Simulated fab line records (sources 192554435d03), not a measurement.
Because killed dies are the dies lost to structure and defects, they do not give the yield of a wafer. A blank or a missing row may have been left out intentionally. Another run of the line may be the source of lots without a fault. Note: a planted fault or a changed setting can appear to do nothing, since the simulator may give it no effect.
Split-lot experiment || flow n5Finfet || 7 lots, 39 wafers read, on a route of 1938 steps

== SPLIT DETAILS ==
At N5_BEOL_M0_SAQP_DESCUM_45 (chemistry O2, time 7 s), the setting timeS was moved away from the recipe's 7 s on 15 of the 39 wafers read, by -56.2% to +42.8%. For the rest of the wafers, this setting stayed at what the recipe calls for.

The reading is taken at the split's own step.

== THE READING ==
CAR-EUV_of_BEOL_M0_SAQP_COAT_34.thkNm (the simulator's own value, which no gauge read), in nm, at N5_BEOL_M0_SAQP_DESCUM_45 (chemistry O2, time 7 s). There is no usual value for it anywhere in the file. Average 26.1 nm, standard deviation 0.12 nm, over the 24 wafers here run with the recipe.

{"wafer": "L074.1", "tool, chamber at the split": "rieDiel-04, 3", "timeS as run, s": 5.855, "against the recipe": "-16.4%", "CAR-EUV_of_BEOL_M0_SAQP_COAT_34.thkNm, nm": 26.8, "against lot-mates on the recipe": "+0.7"}
{"wafer": "L074.2", "tool, chamber at the split": "rieDiel-04, 2", "timeS as run, s": 7, "against the recipe": "recipe", "CAR-EUV_of_BEOL_M0_SAQP_COAT_34.thkNm, nm": 26, "against lot-mates on the recipe": "-"}
{"wafer": "L074.3", "tool, chamber at the split": "rieDiel-04, 0,3", "timeS as run, s": 7, "against the recipe": "recipe", "CAR-EUV_of_BEOL_M0_SAQP_COAT_34.thkNm, nm": 26.2, "against lot-mates on the recipe": "-"}
{"wafer": "L074.5", "tool, chamber at the split": "rieDiel-04, 0,3", "timeS as run, s": 7, "against the recipe": "recipe", "CAR-EUV_of_BEOL_M0_SAQP_COAT_34.thkNm, nm": 26.2, "against lot-mates on the recipe": "-"}
{"wafer": "L074.4", "tool, chamber at the split": "rieDiel-04, 1,2", "timeS as run, s": 5.855, "against the recipe": "-16.4%", "CAR-EUV_of_BEOL_M0_SAQP_COAT_34.thkNm, nm": 26.6, "against lot-mates on the recipe": "+0.5"}
{"wafer": "L074.6", "tool, chamber at the split": "rieDiel-04, 1,2", "timeS as run, s": 5.855, "against the recipe": "-16.4%", "CAR-EUV_of_BEOL_M0_SAQP_COAT_34.thkNm, nm": 26.6, "against lot-mates on the recipe": "+0.5"}
{"wafer": "L077.1", "tool, chamber at the split": "rieDiel-05, 3,0", "timeS as run, s": 3.063, "against the recipe": "-56.2%", "CAR-EUV_of_BEOL_M0_SAQP_COAT_34.thkNm, nm": 28.2, "against lot-mates on the recipe": "+2.2"}
{"wafer": "L077.6", "tool, chamber at the split": "rieDiel-05, 3,0", "timeS as run, s": 3.063, "against the recipe": "-56.2%", "CAR-EUV_of_BEOL_M0_SAQP_COAT_34.thkNm, nm": 28.2, "against lot-mates on the recipe": "+2.2"}
{"wafer": "L077.2", "tool, chamber at the split": "rieDiel-05, 2,1,1", "timeS as run, s": 7, "against the recipe": "recipe", "CAR-EUV_of_BEOL_M0_SAQP_COAT_34.thkNm, nm": 26, "against lot-mates on the recipe": "-"}
{"wafer": "L077.3", "tool, chamber at the split": "rieDiel-05, 2,1,1", "timeS as run, s": 7, "against the recipe": "recipe", "CAR-EUV_of_BEOL_M0_SAQP_COAT_34.thkNm, nm": 26, "against lot-mates on the recipe": "-"}
{"wafer": "L077.5", "tool, chamber at the split": "rieDiel-05, 2,1,1", "timeS as run, s": 7, "against the recipe": "recipe", "CAR-EUV_of_BEOL_M0_SAQP_COAT_34.thkNm, nm": 26, "against lot-mates on the recipe": "-"}
{"wafer": "L077.4", "tool, chamber at the split": "rieDiel-05, 0", "timeS as run, s": 3.063, "against the recipe": "-56.2%", "CAR-EUV_of_BEOL_M0_SAQP_COAT_34.thkNm, nm": 28, "against lot-mates on the recipe": "+2.0"}
{"wafer": "L080.1", "tool, chamber at the split": "rieDiel-04, 3", "timeS as run, s": 7, "against the recipe": "recipe", "CAR-EUV_of_BEOL_M0_SAQP_COAT_34.thkNm, nm": 26, "against lot-mates on the recipe": "-"}
{"wafer": "L080.2", "tool, chamber at the split": "rieDiel-04, 1,0,3", "timeS as run, s": 4.52, "against the recipe": "-35.4%", "CAR-EUV_of_BEOL_M0_SAQP_COAT_34.thkNm, nm": 27.4, "against lot-mates on the recipe": "+1.3"}
{"wafer": "L080.4", "tool, chamber at the split": "rieDiel-04, 1,0,3", "timeS as run, s": 4.52, "against the recipe": "-35.4%", "CAR-EUV_of_BEOL_M0_SAQP_COAT_34.thkNm, nm": 27.4, "against lot-mates on the recipe": "+1.3"}
{"wafer": "L080.5", "tool, chamber at the split": "rieDiel-04, 1,0,3", "timeS as run, s": 4.52, "against the recipe": "-35.4%", "CAR-EUV_of_BEOL_M0_SAQP_COAT_34.thkNm, nm": 27.4, "against lot-mates on the recipe": "+1.3"}
{"wafer": "L080.3", "tool, chamber at the split": "rieDiel-04, 2,0", "timeS as run, s": 7, "against the recipe": "recipe", "CAR-EUV_of_BEOL_M0_SAQP_COAT_34.thkNm, nm": 26.2, "against lot-mates on the recipe": "-"}
{"wafer": "L080.6", "tool, chamber at the split": "rieDiel-04, 2,0", "timeS as run, s": 7, "against the recipe": "recipe", "CAR-EUV_of_BEOL_M0_SAQP_COAT_34.thkNm, nm": 26.2, "against lot-mates on the recipe": "-"}
{"wafer": "L081.1", "tool, chamber at the split": "rieDiel-04, 2,3", "timeS as run, s": 7, "against the recipe": "recipe", "CAR-EUV_of_BEOL_M0_SAQP_COAT_34.thkNm, nm": 26, "against lot-mates on the recipe": "-"}
{"wafer": "L081.6", "tool, chamber at the split": "rieDiel-04, 2,3", "timeS as run, s": 7, "against the recipe": "recipe", "CAR-EUV_of_BEOL_M0_SAQP_COAT_34.thkNm, nm": 26, "against lot-mates on the recipe": "-"}
{"wafer": "L081.2", "tool, chamber at the split": "rieDiel-04, 1,3,1,2", "timeS as run, s": 7, "against the recipe": "recipe", "CAR-EUV_of_BEOL_M0_SAQP_COAT_34.thkNm, nm": 26.2, "against lot-mates on the recipe": "-"}
{"wafer": "L081.3", "tool, chamber at the split": "rieDiel-04, 1,3,1,2", "timeS as run, s": 7, "against the recipe": "recipe", "CAR-EUV_of_BEOL_M0_SAQP_COAT_34.thkNm, nm": 26.2, "against lot-mates on the recipe": "-"}
{"wafer": "L081.4", "tool, chamber at the split": "rieDiel-04, 1,3,1,2", "timeS as run, s": 7, "against the recipe": "recipe", "CAR-EUV_of_BEOL_M0_SAQP_COAT_34.thkNm, nm": 26.2, "against lot-mates on the recipe": "-"}
{"wafer": "L081.5", "tool, chamber at the split": "rieDiel-04, 1,3,1,2", "timeS as run, s": 7, "against the recipe": "recipe", "CAR-EUV_of_BEOL_M0_SAQP_COAT_34.thkNm, nm": 26.2, "against lot-mates on the recipe": "-"}
{"wafer": "L085.1", "tool, chamber at the split": "rieDiel-02, 0", "timeS as run, s": 9.995, "against the recipe": "+42.8%", "CAR-EUV_of_BEOL_M0_SAQP_COAT_34.thkNm, nm": 24.8, "against lot-mates on the recipe": -1.3}
{"wafer": "L085.2", "tool, chamber at the split": "rieDiel-02, 3,1", "timeS as run, s": 7, "against the recipe": "recipe", "CAR-EUV_of_BEOL_M0_SAQP_COAT_34.thkNm, nm": 26.2, "against lot-mates on the recipe": "-"}
{"wafer": "L085.4", "tool, chamber at the split": "rieDiel-02, 3,1", "timeS as run, s": 7, "against the recipe": "recipe", "CAR-EUV_of_BEOL_M0_SAQP_COAT_34.thkNm, nm": 26.2, "against lot-mates on the recipe": "-"}
{"wafer": "L085.3", "tool, chamber at the split": "rieDiel-02, 2", "timeS as run, s": 9.995, "against the recipe": "+42.8%", "CAR-EUV_of_BEOL_M0_SAQP_COAT_34.thkNm, nm": 24.6, "against lot-mates on the recipe": -1.5}
{"wafer": "L085.6", "tool, chamber at the split": "rieDiel-02, 2", "timeS as run, s": 9.995, "against the recipe": "+42.8%", "CAR-EUV_of_BEOL_M0_SAQP_COAT_34.thkNm, nm": 24.6, "against lot-mates on the recipe": -1.5}
{"wafer": "L085.5", "tool, chamber at the split": "rieDiel-02, 3", "timeS as run, s": 7, "against the recipe": "recipe", "CAR-EUV_of_BEOL_M0_SAQP_COAT_34.thkNm, nm": 26, "against lot-mates on the recipe": "-"}
{"wafer": "L095.2", "tool, chamber at the split": "rieDiel-02, 2", "timeS as run, s": 7, "against the recipe": "recipe", "CAR-EUV_of_BEOL_M0_SAQP_COAT_34.thkNm, nm": 26, "against lot-mates on the recipe": "-"}
{"wafer": "L095.3", "tool, chamber at the split": "rieDiel-02, 3", "timeS as run, s": 7, "against the recipe": "recipe", "CAR-EUV_of_BEOL_M0_SAQP_COAT_34.thkNm, nm": 26.2, "against lot-mates on the recipe": "-"}
{"wafer": "L095.6", "tool, chamber at the split": "rieDiel-02, 3", "timeS as run, s": 7, "against the recipe": "recipe", "CAR-EUV_of_BEOL_M0_SAQP_COAT_34.thkNm, nm": 26.2, "against lot-mates on the recipe": "-"}
{"wafer": "L097.1", "tool, chamber at the split": "rieDiel-05, 3,2", "timeS as run, s": 7, "against the recipe": "recipe", "CAR-EUV_of_BEOL_M0_SAQP_COAT_34.thkNm, nm": 26, "against lot-mates on the recipe": "-"}
{"wafer": "L097.2", "tool, chamber at the split": "rieDiel-05, 3,2", "timeS as run, s": 7, "against the recipe": "recipe", "CAR-EUV_of_BEOL_M0_SAQP_COAT_34.thkNm, nm": 26, "against lot-mates on the recipe": "-"}
{"wafer": "L097.3", "tool, chamber at the split": "rieDiel-05, 1,3,2", "timeS as run, s": 9.117, "against the recipe": "+30.2%", "CAR-EUV_of_BEOL_M0_SAQP_COAT_34.thkNm, nm": 25, "against lot-mates on the recipe": -0.9}
{"wafer": "L097.5", "tool, chamber at the split": "rieDiel-05, 1,3,2", "timeS as run, s": 9.117, "against the recipe": "+30.2%", "CAR-EUV_of_BEOL_M0_SAQP_COAT_34.thkNm, nm": 25, "against lot-mates on the recipe": -0.9}
{"wafer": "L097.6", "tool, chamber at the split": "rieDiel-05, 1,3,2", "timeS as run, s": 9.117, "against the recipe": "+30.2%", "CAR-EUV_of_BEOL_M0_SAQP_COAT_34.thkNm, nm": 25, "against lot-mates on the recipe": -0.9}
{"wafer": "L097.4", "tool, chamber at the split": "rieDiel-05, 0", "timeS as run, s": 7, "against the recipe": "recipe", "CAR-EUV_of_BEOL_M0_SAQP_COAT_34.thkNm, nm": 25.8, "against lot-mates on the recipe": "-"}
Rows listing several chambers each stand for several wafers; the file does not say which wafer went through which chamber.

FIT RESULTS
A straight line over all 39 wafers: CAR-EUV_of_BEOL_M0_SAQP_COAT_34.thkNm changes by -0.0355 nm for each +1% of timeS; r = -0.99; the points scatter about the line by 0.11 nm.
The same after taking each lot's own level away (the mean of its wafers on the recipe; 39 wafers): -0.0355 nm for each +1%; r = -0.99; scatter 0.1 nm.
The reading moves by 2 nm for the largest change in timeS, on that fit.
Across the lots, their own levels run from 25.93 to 26.13 nm, a range of 1.7 times the standard deviation given above.
Hence the lot-to-lot level has little effect on the slope; both slopes agree.
Check: with one of the wafers moved furthest among these (-56.2%) left out of the fit, the line predicts +1.99 nm for it against its lot-mates. It came out at +2.2 nm against them.

== THESE WAFERS: OTHER SPLITS ==
Other splits were also applied to these wafers ahead of the reading. Each is held against what the fit with the lots' levels taken away leaves over:
{"other split on the same wafers": "N5_PMOS_HMC_CHANNEL_EPI_HM_DEP_34 timeS", "wafers away from the commonest value": 9, "r with CAR-EUV_of_BEOL_M0_SAQP_COAT_34.thkNm (lot level and that fit taken away)": "+0.03"}
{"other split on the same wafers": "N5_FIN_SAQP_ETCH_65 timeS", "wafers away from the commonest value": 15, "r with CAR-EUV_of_BEOL_M0_SAQP_COAT_34.thkNm (lot level and that fit taken away)": "+0.20"}
{"other split on the same wafers": "N5_SD_EPI_N_EPI_21 epiGrowthTimeS", "wafers away from the commonest value": 18, "r with CAR-EUV_of_BEOL_M0_SAQP_COAT_34.thkNm (lot level and that fit taken away)": "+0.08"}
{"other split on the same wafers": "N5_HKMG_FIN_NWFM_ALD_20 aldCycles", "wafers away from the commonest value": 12, "r with CAR-EUV_of_BEOL_M0_SAQP_COAT_34.thkNm (lot level and that fit taken away)": -0.09}

== THE FILE'S OWN FIT ==
CAR-EUV_of_BEOL_M0_SAQP_COAT_34.thkNm changes by -0.0356 nm for each +1% of timeS, r = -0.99.
